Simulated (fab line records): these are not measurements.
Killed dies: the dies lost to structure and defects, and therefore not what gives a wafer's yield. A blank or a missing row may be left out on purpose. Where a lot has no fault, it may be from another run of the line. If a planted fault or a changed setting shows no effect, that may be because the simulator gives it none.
Chamber matching :: flow n5_finfet :: N5_BEOL_M1_ALD_84 on ald_metal-03 has 4 sister chambers
The step deposits TaN, pulse time 2 s, purge time 3 s, co reactant purge time 2 s. 8 wafers are shown with their chamber, then 8 later ones without.

## WAFERS PAIRED WITH THEIR CHAMBERS
wafer: L075.5
chamber: 2
heater_power_w (W): 432
mfc_carrier_sccm (sccm): 1497

wafer: L080.3
chamber: 2
heater_power_w (W): 421
mfc_carrier_sccm (sccm): 1501

wafer: L082.5
chamber: 1
heater_power_w (W): 395
mfc_carrier_sccm (sccm): 1505

wafer: L082.6
chamber: 0
heater_power_w (W): 354
mfc_carrier_sccm (sccm): 1492

wafer: L083.3
chamber: 3
heater_power_w (W): 362
mfc_carrier_sccm (sccm): 1499

wafer: L083.4
chamber: 1
heater_power_w (W): 396
mfc_carrier_sccm (sccm): 1494

wafer: L083.6
chamber: 0
heater_power_w (W): 374
mfc_carrier_sccm (sccm): 1499

wafer: L085.2
chamber: 3
heater_power_w (W): 379
mfc_carrier_sccm (sccm): 1508

## WAFERS WITHOUT THEIR CHAMBER
wafer: L085.3
heater_power_w (W): 359
mfc_carrier_sccm (sccm): 1499

wafer: L085.4
heater_power_w (W): 424
mfc_carrier_sccm (sccm): 1504

wafer: L095.2
heater_power_w (W): 428
mfc_carrier_sccm (sccm): 1498

wafer: L095.3
heater_power_w (W): 373
mfc_carrier_sccm (sccm): 1504

wafer: L095.5
heater_power_w (W): 375
mfc_carrier_sccm (sccm): 1503

wafer: L096.2
heater_power_w (W): 417
mfc_carrier_sccm (sccm): 1496

wafer: L096.4
heater_power_w (W): 376
mfc_carrier_sccm (sccm): 1499

wafer: L096.6
heater_power_w (W): 422
mfc_carrier_sccm (sccm): 1497

## WHICH CHAMBER EACH WENT THROUGH
wafer: L085.3
from the rows above: can't be placed: 0 or 3
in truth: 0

wafer: L085.4
from the rows above: 2
in truth: 2

wafer: L095.2
from the rows above: 2
in truth: 2

wafer: L095.3
from the rows above: can't be placed: 3 or 0
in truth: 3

wafer: L095.5
from the rows above: can't be placed: 3 or 0 or 1
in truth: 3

wafer: L096.2
from the rows above: can't be placed: 2 or 1
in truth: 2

wafer: L096.4
from the rows above: can't be placed: 3 or 0 or 1
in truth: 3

wafer: L096.6
from the rows above: 2
in truth: 2
Correctly placed: 3 of 8. Cannot be placed on the basis of these rows: 5; the candidates contain the true chamber in 5. Placed wrongly: 0.
How it was worked out, from the rows above alone: a wafer's distance from a chamber is the root of the sum, over the readings, of the square of ((its reading less the chamber's mean) divided by the reading's scatter). If the next closest chamber is less than 2 further off than the closest, the wafer can't be placed; otherwise it belongs to the closest. The mean given for a chamber averages the wafers shown for that chamber. The scatter is the square root of a quotient: the sum, over the shown wafers, of each reading's squared deviation from its chamber's mean, divided by wafers minus chambers.
